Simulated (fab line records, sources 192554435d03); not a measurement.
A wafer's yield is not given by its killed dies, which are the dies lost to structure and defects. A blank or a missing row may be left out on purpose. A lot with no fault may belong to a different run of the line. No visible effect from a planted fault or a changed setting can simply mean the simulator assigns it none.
Chamber matching -- flow n5-finfet -- 4 sister chambers for N5_FIN_SAQP_ETCH_52 on rie-diel-01
The step etches SOC in N2/H2, target depth 100 nm, overetch 20 nm, time 150 s. 8 wafers are shown with their chamber, then 9 later ones without.

== WAFERS WITH THEIR CHAMBER ==
wafer,chamber,showerhead-plenum-p-Torr (Torr),throttle-valve-pct (%)
L084.1,3,2.47,17.73
L084.6,2,2.54,18.00
L086.2,1,2.46,17.76
L086.4,0,2.46,17.77
L086.5,2,2.53,18.00
L091.2,3,2.47,17.78
L091.3,0,2.45,17.79
L091.6,1,2.46,17.79

== WAFERS WITHOUT THEIR CHAMBER ==
wafer,showerhead-plenum-p-Torr (Torr),throttle-valve-pct (%)
L092.3,2.53,18.04
L092.4,2.45,17.79
L092.5,2.45,17.78
L096.4,2.45,17.79
L096.5,2.45,17.81
L096.6,2.53,18.04
L097.1,2.45,17.83
L097.3,2.53,18.05
L097.4,2.45,17.79

== EACH ONE'S CHAMBER ==
wafer,from the rows above,in truth
L092.3,2,2
L092.4,can't be placed: 0 or 1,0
L092.5,can't be placed: 0 or 1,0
L096.4,can't be placed: 0 or 1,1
L096.5,can't be placed: 0 or 1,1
L096.6,2,2
L097.1,can't be placed: 0 or 1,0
L097.3,2,2
L097.4,can't be placed: 0 or 1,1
3 of 9 placed correctly. Unplaceable from these rows: 6, with the true chamber sitting among the candidates in 6. 0 placed wrongly.
How it was worked out, from the rows above alone: a wafer's distance from a chamber is the root of the sum, over the readings, of the square of ((its reading less the chamber's mean) divided by the reading's scatter). If the next closest chamber is less than 2 further off than the closest, the wafer can't be placed; otherwise it belongs to the closest. A chamber's mean is the mean of its shown wafers. The scatter: take each reading less its chamber's mean, square it, sum over the shown wafers, divide by the number of wafers less the number of chambers, and take the root.
